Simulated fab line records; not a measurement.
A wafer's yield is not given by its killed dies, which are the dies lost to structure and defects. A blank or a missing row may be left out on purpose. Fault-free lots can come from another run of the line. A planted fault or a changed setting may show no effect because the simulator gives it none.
fab line records | flow n5-finfet | part 2 of 2: steps 16 to 26 of 26
[record] lots = 5 wafers = 15 last-day = 21
route steps=1938 shown BEOL_M8@1364
lots that met no fault: from a run of the same line without faults
start-h: hours from the record's first day to the start of the lot's first wafer shown | wait-h: how many hours have passed since the lot's step before this one | " identical to the entry in the row above | L1.1+2: several wafers, shown together as one row | - either no value or no given start | * or withheld: withheld | < > ~ a bound
route shown NAME@n: names a module that has steps shown in the file, with the first one's number in the route | usual: mean/standard deviation of fault-free wafers | same: alike in all rows | chamber/n: place in a boat | sites: each site's reading | _std_site: the values' standard deviation | _edge_site: outer sites' mean less inner sites' | radius-mm: how far each site lies from the wafer's centre | mask NAME#n: copy n | behind: the last tool/chamber to shape the wafer | hold: reason for holding the lot/hours on hold/outcome of the hold | device: the n, p or np transistor that did not switch | end of line: the tests these same wafers got at the end of their route | a step without rows: its recipe alone | killed: the dies lost at the first sort to structure and to defects; this is not the yield of the wafer | map: dies across one wafer; x = killed, . = not, _ = none there
set.NAME: the setting the step ran with; set.NAME@STEP: the setting that earlier step ran with | model.NAME: the simulator's own value behind a step, which no gauge read
lots at some steps of the route; a table a step, a row a wafer
services: the hour from which a tool's chamber was out of use, counted from the record's first day as start-h (under 0 if before that day), plus the number of hours and why
[[steps]]
[step N5_BEOL_M8_STRIP_80]
[recipe] chemistry = N2/H2 time-s = 10 power-w = 450 temp-c = 40 pressure-mtorr = 20 rf-frequency-hz = 6e+07 bias-power-w = 7 n2-flow-sccm = 200 h2-flow-sccm = 200
[usual] drypump-motor-current-A = 6.0/0.4 oes-product-au = 0.81/0.081 rf-vpp-V = 59.3/0.87 showerhead-plenum-p-Torr = 2.58/0.079 throttle-valve-pct = 23.7/0.42
// columns lot.wafer tool chamber start-h wait-h drypump-motor-current-A oes-product-au rf-hours-counter-h rf-vpp-V showerhead-plenum-p-Torr throttle-valve-pct
L077.1 rie-diel-01 3 - - 6.4 0.71 227 59.7 2.50 23.3
L077.4 " 0 " " 6.2 0.77 135 59.4 2.69 24.1
L077.5 " 2 " " 5.5 0.69 - 60.3 2.51 23.4
L082.2 rie-diel-04 1 - - 6.3 0.86 68 59.4 2.59 24.1
L082.4 " 2 " " 5.7 0.74 - 59.3 2.52 23.6
L082.5 " 3 " " 5.6 0.94 - 60.0 2.58 23.3
L089.3 rie-diel-01 1 - - 6.0 0.86 51 58.9 2.46 23.9
L089.4 " 0 " " 6.2 0.75 - 59.7 2.68 24.1
L089.6 " 2 " " 5.5 0.98 - 59.7 2.51 23.3
L093.2 rie-diel-05 1 - - 6.2 0.80 109 60.5 2.68 24.4
L093.4 " 3 " " 6.7 0.76 114 59.2 2.64 23.3
L093.5 " 2 " " 5.7 0.77 - 59.2 2.55 23.7
L096.2 rie-diel-05 2 - - 5.7 0.76 140 59.8 2.55 23.7
L096.3 " 3 " " 6.7 0.77 118 58.4 2.64 23.3
L096.4 " 0 " " 5.7 0.73 148 60.1 2.62 23.0
[step N5_BEOL_M8_OCD_MEAS_38]
[usual] trench-depth-nm = 93.8/1.9
// columns lot.wafer tool chamber start-h wait-h trench-depth-nm
L077.1 ocd-02 - 319.17 - 90.0
L077.4 " - " " 92.5
L077.5 " - " " 94.0
L082.2 ocd-01 - 347.76 - 95.0
L082.4 " - " " 94.5
L082.5 " - " " 97.2
L089.3 ocd-01 - 379.83 - 95.9
L089.4 " - " " 93.7
L089.6 " - " " 95.7
L093.2 ocd-01 - 413.65 - 96.2
L093.4 " - " " 95.0
L093.5 " - " " 90.4
L096.2 ocd-02 - 427.63 - 90.7
L096.3 " - " " 93.5
L096.4 " - " " 93.1
[step N5_BEOL_M8_HM_STRIP_39]
[recipe] chemistry = peroxide-tin-strip material = TiN target-depth-a = 250 temp-c = 50 time-s = 158
// columns lot.wafer tool chamber start-h wait-h
L077.1+4+5 wet-bench-04 1,2,0 319.21 0.0
L082.2+4+5 wet-bench-01 6,7,1 347.79 0.0
L089.3+4+6 wet-bench-01 6,1,2 379.86 0.0
L093.2+4+5 wet-bench-01 1,7,6 413.68 0.0
L096.2+3+4 wet-bench-04 2,0,1 427.66 0.0
[step N5_BEOL_M8_SRD_40]
[recipe] time-s = 30 temp-c = 23 rinse-liquid = diw dry = ipa-marangoni
[usual] do-supply-ppb = 10.00/0.1
// columns lot.wafer tool chamber start-h wait-h do-supply-ppb
L077.1 wet-bench-04 1 319.25 0.0 10.10
L077.4 " 2 " " 10.02
L077.5 " 0 " " 9.91
L082.2 wet-bench-01 6 347.84 0.0 9.91
L082.4 " 7 " " 9.88
L082.5 " 1 " " 9.84
L089.3 wet-bench-01 6 379.91 0.0 10.02
L089.4 " 1 " " 9.99
L089.6 " 2 " " 10.00
L093.2 wet-bench-01 1 413.73 0.0 10.21
L093.4 " 7 " " 9.87
L093.5 " 6 " " 9.92
L096.2 wet-bench-04 2 427.71 0.0 10.06
L096.3 " 0 " " 9.95
L096.4 " 1 " " 10.17
[step N5_BEOL_M8_PRECLEAN_42]
[recipe] chemistry = residue-remover time-s = 60 temp-c = 40
// columns lot.wafer tool chamber start-h wait-h
L077.1+4+5 wet-bench-04 1,2,0 319.27 0.0
L082.2+4+5 wet-bench-01 6,7,1 347.86 0.0
L089.3+4+6 wet-bench-01 6,1,2 379.93 0.0
L093.2+4+5 wet-bench-01 1,7,6 413.75 0.0
L096.2+3+4 wet-bench-04 2,0,1 427.72 0.0
[step N5_BEOL_M8_SRD_43]
[recipe] time-s = 30 temp-c = 23 rinse-liquid = diw dry = ipa-marangoni
[usual] do-supply-ppb = 10.00/0.088
// columns lot.wafer tool chamber start-h wait-h do-supply-ppb
L077.1 wet-bench-04 1 319.29 0.0 9.90
L077.4 " 2 " " 10.16
L077.5 " 0 " " 9.99
L082.2 wet-bench-01 6 347.87 0.0 10.04
L082.4 " 7 " " 9.98
L082.5 " 1 " " 9.92
L089.3 wet-bench-01 6 379.94 0.0 9.88
L089.4 " 1 " " 9.90
L089.6 " 2 " " 10.07
L093.2 wet-bench-01 1 413.76 0.0 10.03
L093.4 " 7 " " 10.09
L093.5 " 6 " " 9.82
L096.2 wet-bench-04 2 427.74 0.0 9.99
L096.3 " 0 " " 9.91
L096.4 " 1 " " 10.14
[step N5_BEOL_M8_CD_MEAS_35]
[recipe] target-cd-nm = 40 polarity = opening
[usual] cd-nm = 39.4/0.71
// columns lot.wafer tool chamber start-h wait-h cd-nm
L077.1 cd-sem-02 - 319.33 0.0 39.6
L077.4 " - " " 38.8
L077.5 " - " " 38.3
L082.2 cd-sem-03 - 347.91 0.0 39.6
L082.4 " - " " 39.5
L082.5 " - " " 39.6
L089.3 cd-sem-02 - 379.99 0.0 40.5
L089.4 " - " " 39.7
L089.6 " - " " 39.0
L093.2 cd-sem-02 - 413.80 0.0 39.0
L093.4 " - " " 39.6
L093.5 " - " " 39.0
L096.2 cd-sem-03 - 427.78 0.0 39.1
L096.3 " - " " 39.5
L096.4 " - " " 38.5
[step N5_BEOL_M8_CURE_75]
[recipe] temp-c = 370 time-s = 120 ambient = DMADMS/He material = SiCOH_lowk
[usual] lamp-power-pct = 52.31/0.055 wafer_temp_C_max = 371.7/0.66
// columns lot.wafer tool chamber start-h wait-h lamp-power-pct wafer_temp_C_max
L077.1 uv-cure-03 1 319.37 0.0 52.28 371.3
L077.4 " 1 " " 52.27 371.5
L077.5 " 1 " " 52.28 371.8
L082.2 uv-cure-01 2 348.01 0.1 52.26 371.0
L082.4 " 2 " " 52.34 370.9
L082.5 " 2 " " 52.31 372.0
L089.3 uv-cure-02 1 380.13 0.1 52.25 371.9
L089.4 " 1 " " 52.37 371.4
L089.6 " 1 " " 52.38 371.5
L093.2 uv-cure-02 2 413.94 0.1 52.31 372.4
L093.4 " 2 " " 52.28 371.4
L093.5 " 2 " " 52.33 371.2
L096.2 uv-cure-02 0 428.04 0.3 52.43 372.2
L096.3 " 0 " " 52.38 371.8
L096.4 " 0 " " 52.28 371.9
[step N5_BEOL_M8_DEGAS_44]
[recipe] ambient = vacuum temp-c = 250 time-s = 60
[usual] heater-power-w = 336/41
// columns lot.wafer tool chamber start-h wait-h heater-power-w
L077.1 pvd-sputter-03 - 321.63 2.2 300
L077.4 " - " " 386
L077.5 " - " " 305
L082.2 pvd-sputter-01 - 348.62 0.6 394
L082.4 " - " " 281
L082.5 " - " " 408
L089.3 pvd-sputter-03 - 380.65 0.5 303
L089.4 " - " " 348
L089.6 " - " " 353
L093.2 pvd-sputter-01 - 414.64 0.6 398
L093.4 " - " " 311
L093.5 " - " " 300
L096.2 pvd-sputter-03 - 428.52 0.4 298
L096.3 " - " " 317
L096.4 " - " " 397
[step N5_BEOL_M8_PRE_CLEAN_45]
[recipe] gas = H2/He time-s = 30 temp-c = 250
[usual] heater-power-w = 336/40
// columns lot.wafer tool chamber start-h wait-h heater-power-w
L077.1 pvd-sputter-03 - 321.67 0.0 309
L077.4 " - " " 392
L077.5 " - " " 305
L082.2 pvd-sputter-01 - 348.66 0.0 398
L082.4 " - " " 278
L082.5 " - " " 410
L089.3 pvd-sputter-03 - 380.69 0.0 308
L089.4 " - " " 346
L089.6 " - " " 353
L093.2 pvd-sputter-01 - 414.68 0.0 406
L093.4 " - " " 308
L093.5 " - " " 309
L096.2 pvd-sputter-03 - 428.56 0.0 304
L096.3 " - " " 310
L096.4 " - " " 375
[step N5_BEOL_M8_ALD_77]
[recipe] material = TaN target-thk-a = 20 temp-c = 275 ald-precursor-family = PDMAT ald-co-reactant = NH3 pressure-torr = 3 carrier-flow-sccm = 1500 pulse-time-s = 2 purge-time-s = 3 co-reactant-purge-time-s = 2 co-reactant-pulse-time-s = 3 ald-cycles = 40 precursor-vessel-temp-c = 75 precursor-vessel-pressure-torr = 26.25 precursor-vessel-carrier-sccm = 1000
[usual] heater-power-outer-w = 239/31 heater-power-w = 436/50
[same] pulse-time-s = 2
// columns lot.wafer tool chamber start-h wait-h heater-power-outer-w heater-power-w
L077.1 ald-metal-01 1 321.73 0.0 264 484
L077.4 " 0 " " 204 384
L077.5 " 1 " " 263 489
L082.2 ald-metal-01 2 348.72 0.0 193 385
L082.4 " 0 " " 198 384
L082.5 " 1 " " 259 469
L089.3 ald-metal-01 2 380.76 0.1 196 389
L089.4 " 3 " " 260 445
L089.6 " 0 " " 202 397
L093.2 ald-metal-04 0 414.80 0.1 291 508
L093.4 " 3 " " 254 469
L093.5 " 0 " " 287 511
L096.2 ald-metal-04 0 428.62 0.0 291 519
L096.3 " 3 " " 263 465
L096.4 " 1 " " 223 413
[[services]]
// columns tool chamber start-h hours kind
rie-diel-01 1 310.36 2.1 repair
ald-metal-01 0 314.89 2.4 repair
ald-metal-04 - 336.50 4.3 pm
rie-diel-04 2 339.41 7.8 repair
uv-cure-03 - 343.02 0.3 repair
ald-metal-04 0 344.43 36.9 repair
rie-diel-01 2 354.43 - clean
rie-diel-01 2 354.43 - consumable-replace:focus-ring
rie-diel-01 2 354.43 23.2 scheduled-down
rie-diel-01 2 354.43 23.2 vent-cycle
rie-diel-05 0 359.21 8.0 repair
ald-metal-04 1 362.12 - calibration
wet-bench-01 - 370.85 1.7 repair
uv-cure-01 - 373.82 22.2 pm
rie-diel-01 3 377.91 - clean
rie-diel-01 3 377.91 - consumable-replace:focus-ring
rie-diel-01 3 377.91 30.8 scheduled-down
rie-diel-01 3 377.91 30.8 vent-cycle
uv-cure-03 - 398.34 2.8 pm
ald-metal-01 - 401.21 6.0 pm
uv-cure-03 - 407.17 24.9 pm
rie-diel-05 - 410.63 0.9 repair
pvd-sputter-01 - 426.95 3.4 repair
